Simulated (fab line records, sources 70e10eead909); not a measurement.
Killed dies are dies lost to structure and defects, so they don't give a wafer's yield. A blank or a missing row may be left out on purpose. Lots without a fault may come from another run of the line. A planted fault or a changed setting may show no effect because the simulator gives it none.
Which tool did it? | flow nand_harc | 13 lots, 39 wafers sampled, at 5 steps of a route of 1159

WHAT THE GAUGES READ, wafer by wafer
NHARC_P_CONTACT_INSPECT_14. Usual: raw_defect_count 3.8, standard deviation 2.2.
lot  | measured     | on                | raw_defect_count | flag
L962 | day 5 21:52  | defect_inspect-02 | 1 4 6            |
L964 | day 6 16:01  | defect_inspect-01 | 3 6 5            |
L965 | day 6 21:31  | defect_inspect-02 | 7 2 2            |
L966 | day 7 05:50  | defect_inspect-01 | 1 2 1            |
L967 | day 7 12:38  | defect_inspect-02 | 1 5 3            |
L970 | day 8 00:56  | defect_inspect-02 | 7 3 1            |
L969 | day 8 01:44  | defect_inspect-02 | 4 1 0            |
L976 | day 9 21:43  | defect_inspect-01 | 5 5 2            |
L977 | day 10 01:41 | defect_inspect-02 | 6 4 2            |
L978 | day 10 03:55 | defect_inspect-01 | 4 4 4            |
L979 | day 10 13:31 | defect_inspect-02 | 6 3 3            |
L980 | day 10 23:35 | defect_inspect-02 | 5 4 4            |
L982 | day 11 03:53 | defect_inspect-02 | 5 4 1            |

NHARC_END_SORT_01. Usual: killed_at_array 26, standard deviation 10; killed_at_other 0.5, standard deviation 0.87; killed_at_periphery 3.0, standard deviation 2.5; killed_dies 29, standard deviation 11; killed_open 3.3, standard deviation 1.9; killed_short 1.8, standard deviation 1.5.
lot  | measured     | on        | killed_at_array | killed_at_other | killed_at_periphery | killed_dies | killed_open | killed_short | flag
L970 | day 22 08:18 | prober-01 | 15 23 23        | 1 0 1           | 277 272 294         | 293 295 318 | 4 3 7       | 1 0 3        | OFF
L969 | day 21 21:32 | prober-02 | 41 32 38        | 0 1 0           | 263 262 294         | 304 295 332 | 7 5 1       | 0 0 0        | OFF

WHICH TOOL RAN EACH LOT (tool, then ch and the chambers of the sampled wafers, then the start)
lot  | NHARC_P_GATE_STRIP_95                | NHARC_P_CONTACT_DEP_30          | NHARC_P_CONTACT_ETCH_35
L962 | plasma_asher-01 ch 0, day 5 17:57    | pecvd-01 ch 1,2, day 5 20:12    | rie_diel-07 ch 0,2, day 5 22:05
L964 | plasma_asher-01 ch 0,1, day 6 12:31  | pecvd-03 ch 0,2, day 6 14:31    | rie_diel-04 ch 2,3, day 6 16:19
L965 | plasma_asher-02 ch 0,1, day 6 17:57  | pecvd-03 ch 0,1,2, day 6 19:51  | rie_diel-04 ch 2,3, day 6 21:40
L966 | plasma_asher-01 ch 0,1, day 7 02:11  | pecvd-03 ch 0,1,2, day 7 04:09  | rie_diel-10 ch 0,2,3, day 7 05:59
L967 | plasma_asher-02 ch 0,1, day 7 08:55  | pecvd-03 ch 0,1, day 7 11:02    | rie_diel-10 ch 0,1, day 7 12:47
L970 | plasma_asher-01 ch 0,1, day 7 21:23  | pecvd-01 ch 0,1,2, day 7 23:18  | rie_diel-04 ch 0,1,2, day 8 01:05
L969 | plasma_asher-02 ch 0,1, day 7 21:55  | pecvd-04 ch 1,2, day 7 23:55    | rie_diel-10 ch 0,2,3, day 8 01:53
L976 | plasma_asher-02 ch 0,1, day 9 17:49  | pecvd-04 ch 0,1, day 9 20:04    | rie_diel-04 ch 1,2,3, day 9 21:51
L977 | plasma_asher-02 ch 0,1, day 9 22:14  | pecvd-04 ch 0,1,2, day 10 00:09 | rie_diel-04 ch 1,2,3, day 10 01:50
L978 | plasma_asher-01 ch 1, day 10 00:28   | pecvd-04 ch 0,1, day 10 02:23   | rie_diel-10 ch 0,1,2, day 10 04:04
L979 | plasma_asher-02 ch 0,1, day 10 09:56 | pecvd-01 ch 0,2, day 10 11:50   | rie_diel-10 ch 0,1,3, day 10 13:40
L980 | plasma_asher-01 ch 0,1, day 10 19:53 | pecvd-04 ch 0,1,2, day 10 21:56 | rie_diel-04 ch 0,1,3, day 10 23:44
L982 | plasma_asher-01 ch 0,1, day 11 00:05 | pecvd-04 ch 0,1,2, day 11 02:19 | rie_diel-10 ch 0,1,3, day 11 04:02
- NHARC_P_GATE_STRIP_95: strips in O2.
- NHARC_P_CONTACT_DEP_30: deposits SiNx, target thk 30 nm.
- NHARC_P_CONTACT_ETCH_35: etches the open film in CF4, target depth 39 nm, time 65 s.

WHAT THE TOOLS THEMSELVES READ (means of the sampled wafers that have a number; where no wafer has one, the mark that the record gives instead)
NHARC_P_GATE_STRIP_95. Usual: drypump_motor_current_A 5.81 A, standard deviation 0.27; heater_power_w 331 W, standard deviation 47.
lot  | tool            | drypump_motor_current_A (A) | heater_power_w (W) | flag
L962 | plasma_asher-01 | 5.52                        | 385                |
L964 | plasma_asher-01 | 5.73                        | 335                |
L965 | plasma_asher-02 | 5.73                        | 351                |
L966 | plasma_asher-01 | 5.95                        | 301                |
L967 | plasma_asher-02 | 5.68                        | 344                |
L970 | plasma_asher-01 | 5.96                        | 298                |
L969 | plasma_asher-02 | 5.83                        | 351                |
L976 | plasma_asher-02 | 5.83                        | 339                |
L977 | plasma_asher-02 | 5.84                        | 342                |
L978 | plasma_asher-01 | 6.18                        | 257                |
L979 | plasma_asher-02 | 5.71                        | 341                |
L980 | plasma_asher-01 | 5.95                        | 297                |
L982 | plasma_asher-01 | 5.72                        | 339                |

NHARC_P_CONTACT_DEP_30. Usual: heater_power_outer_w 435 W, standard deviation 41; heater_power_w 737 W, standard deviation 87; susceptor_temp_C 399.97 C, standard deviation 0.23.
lot  | tool     | heater_power_outer_w (W) | heater_power_w (W) | susceptor_temp_C (C) | flag
L962 | pecvd-01 | 451                      | 760                | 399.86               |
L964 | pecvd-03 | 413                      | 651                | 400.17               |
L965 | pecvd-03 | 440                      | 739                | 399.93               |
L966 | pecvd-03 | 446                      | 749                | 399.78               |
L967 | pecvd-03 | 414                      | 733                | 399.84               |
L970 | pecvd-01 | -                        | -                  | -                    | OFF
L969 | pecvd-04 | -                        | -                  | -                    | OFF
L976 | pecvd-04 | 412                      | 668                | 399.98               |
L977 | pecvd-04 | 445                      | 748                | 399.97               |
L978 | pecvd-04 | 422                      | 671                | 399.92               |
L979 | pecvd-01 | 407                      | 729                | 399.99               |
L980 | pecvd-04 | 395                      | 677                | 399.91               |
L982 | pecvd-04 | 406                      | 695                | 399.69               |

NHARC_P_CONTACT_ETCH_35. Usual: chamber_pressure_mTorr 50.00 mTorr, standard deviation 0.042; drypump_motor_current_A 5.7 A, standard deviation 0.46; oes_product_au 1.002 a.u., standard deviation 0.0092; rf_vpp_V 151.7 V, standard deviation 1.1; showerhead_plenum_p_Torr 1.80 Torr, standard deviation 0.057; throttle_valve_pct 13.285 %, standard deviation 0.0093.
lot  | tool        | chamber_pressure_mTorr (mTorr) | drypump_motor_current_A (A) | oes_product_au (a.u.) | rf_vpp_V (V) | showerhead_plenum_p_Torr (Torr) | throttle_valve_pct (%) | flag
L962 | rie_diel-07 | 50.01                          | 5.9                         | 0.995                 | 151.5        | 1.78                            | 13.294                 |
L964 | rie_diel-04 | 50.04                          | 6.0                         | 1.009                 | 151.5        | 1.86                            | 13.288                 |
L965 | rie_diel-04 | 50.01                          | 6.0                         | 1.006                 | 152.0        | 1.86                            | 13.288                 |
L966 | rie_diel-10 | 49.99                          | 5.8                         | 0.998                 | 150.8        | 1.73                            | 13.279                 |
L967 | rie_diel-10 | 50.04                          | 6.0                         | 0.997                 | 151.6        | 1.75                            | 13.284                 |
L970 | rie_diel-04 | 49.99                          | 5.4                         | 1.010                 | 152.9        | 1.85                            | 13.283                 |
L969 | rie_diel-10 | 49.97                          | 5.8                         | 1.001                 | 151.2        | 1.73                            | 13.280                 |
L976 | rie_diel-04 | 49.97                          | 5.9                         | 1.004                 | 152.0        | 1.85                            | 13.285                 |
L977 | rie_diel-04 | 50.01                          | 5.9                         | 1.003                 | 151.1        | 1.85                            | 13.287                 |
L978 | rie_diel-10 | 50.00                          | 5.8                         | 1.001                 | 151.0        | 1.75                            | 13.288                 |
L979 | rie_diel-10 | 49.97                          | 6.0                         | 1.005                 | 150.9        | 1.73                            | 13.281                 |
L980 | rie_diel-04 | 50.00                          | 5.6                         | 1.003                 | 152.4        | 1.83                            | 13.284                 |
L982 | rie_diel-10 | 49.99                          | 6.0                         | 1.011                 | 151.0        | 1.73                            | 13.279                 |

THE ANSWER, worked out from the rows above alone
Rule: a lot is off if the mean of its wafers that have a number lies more than 3 standard deviations from the usual mean. A lot without any number at a reading at which 4 lots or more have one is off too. The other lots that the step has rows for count as sound. The gauges are gone through in route order, then the tools' own readings, and for those a lot's mean is taken as printed above. The first step at which some lot is off is used, and at that step the reading that is off furthest; a lot without a number counts as furthest.
Off: L970, L969, at NHARC_END_SORT_01 (killed_at_periphery). Neither off nor sound, because the step has no rows for them: L962, L964, L965, L966, L967, L976, L977, L978, L979, L980, L982.
A tool fits if, at a process step before that reading, it ran every lot that is off, and no sound lot after the first of them. The gauges at NHARC_END_SORT_01 aren't tried: what is off there is off at NHARC_P_CONTACT_DEP_30 too, on other tools, and a gauge's error can't cause that. None of those tried fits.

WHAT THE SIMULATOR HAD PUT IN
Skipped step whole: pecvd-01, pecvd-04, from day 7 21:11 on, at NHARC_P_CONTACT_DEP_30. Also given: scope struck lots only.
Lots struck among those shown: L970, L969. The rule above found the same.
